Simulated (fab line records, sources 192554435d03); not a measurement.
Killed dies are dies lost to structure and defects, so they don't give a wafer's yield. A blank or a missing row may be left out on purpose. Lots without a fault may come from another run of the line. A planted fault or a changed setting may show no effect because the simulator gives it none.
Which tool did it? | flow n5_finfet | 9 lots, 27 wafers sampled, at 6 steps of a route of 1938

WHAT THE GAUGES READ, wafer by wafer
N5_FIN_SAQP_INSPECT_40: inspects for defects (brightfield).
lot  | measured    | on                | raw_defect_count
L168 | day 2 21:41 | defect_inspect-02 | 169 275 167
L169 | day 3 04:50 | defect_inspect-01 | 168 218 182
L171 | day 3 14:18 | defect_inspect-02 | 1153 1152 1017
L174 | day 4 08:52 | defect_inspect-01 | 1115 1144 1170
L179 | day 5 14:19 | defect_inspect-01 | 179 263 200
L184 | day 7 10:20 | defect_inspect-01 | 351 156 165
L186 | day 7 19:53 | defect_inspect-02 | 197 273 183
L187 | day 7 20:07 | defect_inspect-02 | 200 228 239
L188 | day 7 23:16 | defect_inspect-02 | 246 217 174

N5_FIN_CUT_INSPECT_10: inspects for defects (brightfield).
lot  | measured    | on                | raw_defect_count
L168 | day 2 22:13 | defect_inspect-02 | 36 44 31
L169 | day 3 05:14 | defect_inspect-01 | 29 27 30
L171 | day 3 14:41 | defect_inspect-02 | 972 977 918
L174 | day 4 09:16 | defect_inspect-02 | 933 906 971
L179 | day 5 14:42 | defect_inspect-02 | 36 36 39
L184 | day 7 10:43 | defect_inspect-02 | 59 41 25
L186 | day 7 20:17 | defect_inspect-02 | 40 46 29
L187 | day 7 20:30 | defect_inspect-01 | 35 49 45
L188 | day 7 23:39 | defect_inspect-01 | 46 43 42

WHICH TOOL RAN EACH LOT (tool, then ch and the chambers of the sampled wafers, then the start)
lot  | N5_FIN_SAQP_ETCH_57               | N5_FIN_SAQP_ETCH_69               | N5_FIN_SAQP_MANDREL2_REMOVE_60  | N5_FIN_SAQP_ETCH_64
L168 | rie_diel-05 ch 0,2,3, day 2 18:28 | rie_diel-02 ch 0,1,2, day 2 19:19 | rie_si-02 ch 0,1,2, day 2 20:59 | rie_si-03 ch 1,2,3, day 2 21:25
L169 | rie_diel-02 ch 0,2,3, day 3 02:41 | rie_diel-04 ch 0,1,3, day 3 03:26 | rie_si-01 ch 0,2,3, day 3 04:08 | rie_si-02 ch 0,1,2, day 3 04:34
L171 | rie_diel-02 ch 0,2,3, day 3 12:08 | rie_diel-05 ch 0,1,2, day 3 12:53 | rie_si-02 ch 0,1,2, day 3 13:36 | rie_si-03 ch 0,2,3, day 3 14:01
L174 | rie_diel-02 ch 0,1,3, day 4 06:45 | rie_diel-05 ch 2,3, day 4 07:25   | rie_si-02 ch 0,3, day 4 08:11   | rie_si-03 ch 0,3, day 4 08:36
L179 | rie_diel-05 ch 0,3, day 5 12:10   | rie_diel-04 ch 2,3, day 5 12:50   | rie_si-01 ch 0,2,3, day 5 13:34 | rie_si-02 ch 0,2,3, day 5 14:02
L184 | rie_diel-05 ch 0,1,3, day 7 08:03 | rie_diel-02 ch 0,2,3, day 7 08:44 | rie_si-02 ch 1,2,3, day 7 09:34 | rie_si-03 ch 0,1,2, day 7 10:03
L186 | rie_diel-02 ch 0,1,3, day 7 17:18 | rie_diel-04 ch 0,2, day 7 18:02   | rie_si-03 ch 1,2,3, day 7 19:07 | rie_si-03 ch 0,3, day 7 19:37
L187 | rie_diel-02 ch 1,2, day 7 17:31   | rie_diel-02 ch 1,2,3, day 7 18:11 | rie_si-01 ch 1,2,3, day 7 19:22 | rie_si-02 ch 0,1,3, day 7 19:50
L188 | rie_diel-02 ch 1,2,3, day 7 20:53 | rie_diel-05 ch 0,1,2, day 7 21:45 | rie_si-02 ch 1,2,3, day 7 22:29 | rie_si-01 ch 1,2,3, day 7 22:59
- N5_FIN_SAQP_ETCH_57: etches SiNx in CH3F/O2, target depth 32.5 nm, time 46.4 s.
- N5_FIN_SAQP_ETCH_69: etches SOC in N2/H2, stops on SiNx, target depth 150 nm.
- N5_FIN_SAQP_MANDREL2_REMOVE_60: chemistry HBr/Cl2/O2, target a-Si, stops on SiNx, bt time 10 s.
- N5_FIN_SAQP_ETCH_64: etches SiO2 in CF4, target depth 1.5 nm.

WHAT THE TOOLS THEMSELVES READ (means of the sampled wafers that have a number; where no wafer has one, the mark that the record gives instead)
N5_FIN_SAQP_ETCH_57.
lot  | tool        | chamber_pressure_mTorr (mTorr) | drypump_motor_current_A (A) | etch_rf_on_time_s (s) | oes_product_au (a.u.) | rf_vpp_V (V) | showerhead_plenum_p_Torr (Torr) | throttle_valve_pct (%)
L168 | rie_diel-05 | 29.986                         | 5.8                         | 45.5                  | 0.66                  | 297.5        | 2.04                            | 16.23
L169 | rie_diel-02 | 30.000                         | 5.6                         | 45.3                  | 0.69                  | 301.4        | 2.04                            | 16.35
L171 | rie_diel-02 | 30.010                         | 5.7                         | 44.9                  | 0.69                  | 301.8        | 2.04                            | 16.36
L174 | rie_diel-02 | 29.985                         | 5.9                         | 45.5                  | 0.68                  | 300.6        | 2.04                            | 16.33
L179 | rie_diel-05 | 30.011                         | 5.9                         | 46.7                  | 0.65                  | 297.0        | 2.04                            | 16.31
L184 | rie_diel-05 | 30.023                         | 6.0                         | 46.6                  | 0.68                  | 298.0        | 2.02                            | 16.22
L186 | rie_diel-02 | 29.983                         | 5.9                         | 45.6                  | 0.66                  | 300.5        | 2.03                            | 16.39
L187 | rie_diel-02 | 29.983                         | 5.2                         | 46.0                  | 0.64                  | 301.5        | 2.00                            | 16.52
L188 | rie_diel-02 | 29.993                         | 5.5                         | 46.3                  | 0.62                  | 301.7        | 2.02                            | 16.49

N5_FIN_SAQP_ETCH_69.
lot  | tool        | chamber_pressure_mTorr (mTorr) | drypump_motor_current_A (A) | oes_product_au (a.u.) | rf_vpp_V (V) | showerhead_plenum_p_Torr (Torr) | throttle_valve_pct (%)
L168 | rie_diel-02 | 30.007                         | 5.6                         | 0.82                  | 241.1        | 2.57                            | 17.83
L169 | rie_diel-04 | 29.982                         | 5.6                         | 0.71                  | 240.8        | 2.60                            | 17.80
L171 | rie_diel-05 | 29.981                         | 6.0                         | 0.82                  | 240.7        | 2.54                            | 17.56
L174 | rie_diel-05 | 29.981                         | 5.6                         | 0.76                  | 242.1        | 2.62                            | 17.67
L179 | rie_diel-04 | 30.009                         | 5.6                         | 0.71                  | 240.5        | 2.60                            | 17.91
L184 | rie_diel-02 | 29.988                         | 5.6                         | 0.77                  | 241.8        | 2.58                            | 17.91
L186 | rie_diel-04 | 29.995                         | 6.1                         | 0.70                  | 241.2        | 2.52                            | 17.77
L187 | rie_diel-02 | 30.002                         | 5.5                         | 0.73                  | 241.7        | 2.57                            | 18.01
L188 | rie_diel-05 | 30.002                         | 6.1                         | 0.77                  | 240.3        | 2.52                            | 17.61

N5_FIN_SAQP_MANDREL2_REMOVE_60.
lot  | tool      | chamber_pressure_mTorr (mTorr) | drypump_motor_current_A (A) | oes_product_au (a.u.) | throttle_valve_pct (%)
L168 | rie_si-02 | 10.003                         | 5.4                         | 1.011                 | 37.12
L169 | rie_si-01 | 9.995                          | 5.9                         | 0.994                 | 36.64
L171 | rie_si-02 | 10.000                         | 5.4                         | 1.003                 | 37.13
L174 | rie_si-02 | 9.997                          | 5.5                         | 0.984                 | 36.79
L179 | rie_si-01 | 10.001                         | 5.8                         | 0.996                 | 36.64
L184 | rie_si-02 | 9.996                          | 5.5                         | 0.995                 | 37.03
L186 | rie_si-03 | 9.998                          | 5.2                         | 1.013                 | 36.88
L187 | rie_si-01 | 9.996                          | 6.3                         | 1.005                 | 36.71
L188 | rie_si-02 | 10.014                         | 5.5                         | 0.986                 | 37.03

N5_FIN_SAQP_ETCH_64.
lot  | tool      | chamber_pressure_mTorr (mTorr) | drypump_motor_current_A (A) | oes_product_au (a.u.) | throttle_valve_pct (%)
L168 | rie_si-03 | 10.005                         | 5.2                         | 1.003                 | 21.88
L169 | rie_si-02 | 10.004                         | 5.4                         | 1.009                 | 22.13
L171 | rie_si-03 | 10.007                         | 5.4                         | 1.008                 | 21.73
L174 | rie_si-03 | 10.000                         | 5.7                         | 0.995                 | 21.72
L179 | rie_si-02 | 10.002                         | 5.3                         | 0.985                 | 21.96
L184 | rie_si-03 | 9.994                          | 5.6                         | 0.988                 | 21.81
L186 | rie_si-03 | 9.995                          | 5.6                         | 0.994                 | 21.73
L187 | rie_si-02 | 10.004                         | 5.6                         | 0.985                 | 21.92
L188 | rie_si-01 | 10.009                         | 6.3                         | 1.008                 | 21.87

THE ANSWER, worked out from the rows above alone
Rule: what is usual is taken from the lots themselves. Put in order of their means at a reading, lots are off if they are a third of the lots or fewer, leave a main group of 4 or more, and stand apart from it by a gap of 3 or more times the standard deviation of the main group's means; of several such gaps the widest counts. A main group whose means are all the same, to the digits that the tables above print for the reading, isn't used. A lot without any number at a reading at which 4 lots or more have one is off too. The other lots that the step has rows for count as sound. The gauges are gone through in route order, then the tools' own readings, and for those a lot's mean is taken as printed above. The first step at which some lot is off is used, and at that step the reading that is off furthest; a lot without a number counts as furthest.
Off: L171, L174, at N5_FIN_SAQP_INSPECT_40 (raw_defect_count). The main group: mean 212, standard deviation 11.
A tool fits if, at a process step before that reading, it ran every lot that is off, and no sound lot after the first of them. The gauges at N5_FIN_SAQP_INSPECT_40 are tried like those tools. None of those tried fits.

WHAT THE SIMULATOR HAD PUT IN
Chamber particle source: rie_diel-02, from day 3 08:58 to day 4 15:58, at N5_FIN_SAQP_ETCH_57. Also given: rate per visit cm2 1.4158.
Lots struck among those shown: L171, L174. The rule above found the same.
